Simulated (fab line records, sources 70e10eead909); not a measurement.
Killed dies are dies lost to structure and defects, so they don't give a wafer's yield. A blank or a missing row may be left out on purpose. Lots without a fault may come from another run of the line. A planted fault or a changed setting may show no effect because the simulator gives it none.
Problem report in the 8D (eight disciplines) form, filled by code | flow nand_harc | the parts of the form that need people (team, actions taken, sign-off) are left out

1. THE PROBLEM
thk_nm at NHARC_A_ONON_D2_THK_MEAS_24 reads a mean of 1568 nm on 3 wafers of 2 lots; wafers without a fault read 1002 nm with a standard deviation of 12. That is +47 standard deviations from the usual mean.
The step: measures by ellipsometry.
First seen on wafer L262.4, day 13 18:08, on film_metro-02. The record holds 39 wafers of 13 lots with a number at this step. Rule for "out", or "out of limits": more than 4 standard deviations from the usual mean. The other wafers with a number count as sound.

2. WHAT IT IS AND WHAT IT IS NOT
question                    | is                     | is not
which readings at this step | thk_nm                 | -
which lots                  | L262, L263             | L260, L272, L273, L274, L275, L276, L277, L278, L279, L280, L282
which wafers of those lots  | L262.4, L263.4, L263.5 | L262.2, L262.3, L263.6
read on which gauges        | film_metro-02          | film_metro-01
when                        | from day 13 18:08      | up to then (5 sound wafers); but 31 sound wafers of L263, L272, L273, L274, L275, L276, L277, L278, L279, L280, L282 came after

3. SUSPECTS, AND WHAT RULES EACH OUT
Counting: a tool at a process step up to the reading stays a suspect if it ran every lot that is out. Sound lots after the first of them don't rule it out here, since some wafers of a struck lot are sound.
- the gauge at NHARC_A_ONON_D2_THK_MEAS_24: ruled out. All the wafers that are out were read on film_metro-02, but those of them that NHARC_END_SORT_01 has rows for are out there too, on other tools.
- ald_hk-04 at NHARC_A_CHANNEL_FILL_D1_ALD_14 (deposits SiO2, target thk 2.5 nm, pulse time 10 s, ald cycles 25): kept. It ran every lot that is out, first L262 (day 10 01:52); its last sound lot up to then is L260 (day 9 08:35).
- rie_si-03 at NHARC_A_CHANNEL_FILL_D1_ETCHBACK_19 (etches the open film in HBr/Cl2, target depth 5 nm, time 1.7 s): kept. It ran every lot that is out, first L262 (day 10 19:46).
- pecvd_onon-01 at NHARC_A_ONON_D2_DEP_22 (target thk 1000 nm): kept. It ran every lot that is out, first L262 (day 13 17:41); its last sound lot up to then is L260 (day 13 07:46).
Left after counting: ald_hk-04 at NHARC_A_CHANNEL_FILL_D1_ALD_14, rie_si-03 at NHARC_A_CHANNEL_FILL_D1_ETCHBACK_19, pecvd_onon-01 at NHARC_A_ONON_D2_DEP_22.

4. THE CAUSE (what the simulator had put in)
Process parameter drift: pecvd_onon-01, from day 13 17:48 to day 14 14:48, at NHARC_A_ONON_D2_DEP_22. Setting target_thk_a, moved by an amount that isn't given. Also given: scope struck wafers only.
Counting left 3 suspects, and this tool is among them.

5. THE CHAIN OF EFFECTS, in route order
Each row: a reading whose mean over the struck wafers that have a number lies more than 3 standard deviations from the usual. Only readings for which the record gives a usual standard deviation are gone through. hours: the time from each lot's start at the first step in this table that gives one to its start at this step, as a median over the lots. sigmas: the change in usual standard deviations.
hours | step                        | reading         | usual   | on struck wafers | change | sigmas
0     | NHARC_A_ONON_D2_THK_MEAS_24 | thk_nm          | 1002 nm | 1568             | +566   | +47
298   | NHARC_END_SORT_01           | killed_at_array | 58      | 674              | +616   | +31
298   | NHARC_END_SORT_01           | killed_dies     | 63      | 677              | +614   | +31

6. WHAT WOULD HAVE CAUGHT IT SOONER
In this record the first reading out of limits at a measuring or inspecting step was taken at day 13 18:08, 0 hours after the fault began at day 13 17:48.
Of the lots that are out (2), L263 began NHARC_A_ONON_D2_DEP_22 on pecvd_onon-01 after day 13 18:08. A hold on the tool at that time would have spared it.
